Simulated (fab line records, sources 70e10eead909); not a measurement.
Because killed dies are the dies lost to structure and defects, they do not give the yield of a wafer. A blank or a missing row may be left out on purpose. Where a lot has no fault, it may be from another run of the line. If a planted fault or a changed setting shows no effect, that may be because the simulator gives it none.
A lot that was struck, set against a sound lot + flow nand harc + 15 out of 1302 route steps
Sound: these wafers, L788.1, L788.2, L788.3. Wafers L798.1, L798.3, L798.5 were the ones struck. The cause comes at the end.
Per side, at each step with rows, come the tool, then ch with its chambers, and then its first start. Under that, the readings that differ: sound wafers + struck wafers + difference of the means + sigmas: that difference in standard deviations of wafers without a fault.
alike: words and numbers the same on both sides, and readings whose means are apart by under 2 such deviations; not compared: readings that were withheld, readings missing a value for some wafer, numbers with overlapping values and no deviation given by the record, and bounds like >300 which may hide the same value.
Wherever a step has rows on one side only, a row that says differs or no value, or a row with sigmas, the two part there. When numbers do not overlap yet have no deviation, they are printed without sigmas and do not part them. A reading that every wafer of one side lacks parts them only if that side has two wafers or more.

first, 2 steps without rows for these wafers: NHARC_A_CONTACT_STRIP_104 (strips in CF4/CHF3); NHARC_A_CONTACT_STRIP_105 (strips in O2/COS).
NHARC_A_CONTACT_ETCH_106: etches the open film in CF4/O2, target depth 90 nm, overetch 9 nm, time 49.5 s.
  sound on rie diel-01 ch 0,1,3, day 22 08:31; struck on rie diel-07 ch 1,2, day 26 05:38
  alike: bias w, cf4 flow sccm, drypump motor current A, mfc ar sccm, oes_ar_750_au, oes product au, rf vpp V, showerhead plenum p Torr, throttle valve pct
  not compared: rf hours counter h
NHARC_A_CONTACT_STRIP_82: strips in O2.
  sound: rie diel-01 ch 0,1,3; struck: rie diel-07 ch 1,2,3
  alike: drypump motor current A, mfc ar sccm, oes product au, rf vpp V, showerhead plenum p Torr, throttle valve pct
  not compared: rf hours counter h
then, 1 step without rows for these wafers: NHARC_A_CONTACT_STRIP_83 (strips in post etch residue remover, time 600 s).
NHARC_A_CONTACT_DEP_84: deposits aC, target thk 2800 nm.
  sound on acl dep-01 ch 0, day 22 13:03; struck on acl dep-03 ch 0, day 26 08:45
  alike: throttle valve pct
NHARC_A_CONTACT_DEP_85: deposits SiON, target thk 60 nm.
  sound on pecvd-01 ch 0,1,2, day 22 14:47; struck on pecvd-01 ch 1,2, day 26 10:38
  alike: heater power w
then, 5 steps without rows for these wafers: NHARC_A_CONTACT_DEHYDRATE_00 (time 120 s); NHARC_A_CONTACT_HMDS_01 (time 30 s); NHARC_A_CONTACT_COAT_86 (time 75 s); NHARC_A_CONTACT_COAT_87 (time 65 s); NHARC_A_CONTACT_COAT_02 (resist thk 90 nm).
NHARC_A_CONTACT_SOFTBAKE_03: time 55 s.
  sound on litho track-01 ch 0, day 22 15:00; struck on litho track-04 ch 0, day 26 10:00
| reading                  | sound                | struck               | difference | sigmas      |
|--------------------------|----------------------|----------------------|------------|-------------|
| heater power total W (W) | 188.43 188.58 188.33 | 222.64 222.41 222.46 | +34.06     | +99 or more |
  alike: exhaust pa
then, 2 steps without rows for these wafers: NHARC_A_CONTACT_EBR_04; NHARC_END_SORT_01.

WHERE THEY PART
Only at NHARC_A_CONTACT_SOFTBAKE_03, as far as this record shows.

WHY: what the simulator had put in
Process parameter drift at NHARC_A_CONTACT_SOFTBAKE_03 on litho track-04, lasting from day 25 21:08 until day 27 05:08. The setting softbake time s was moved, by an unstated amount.
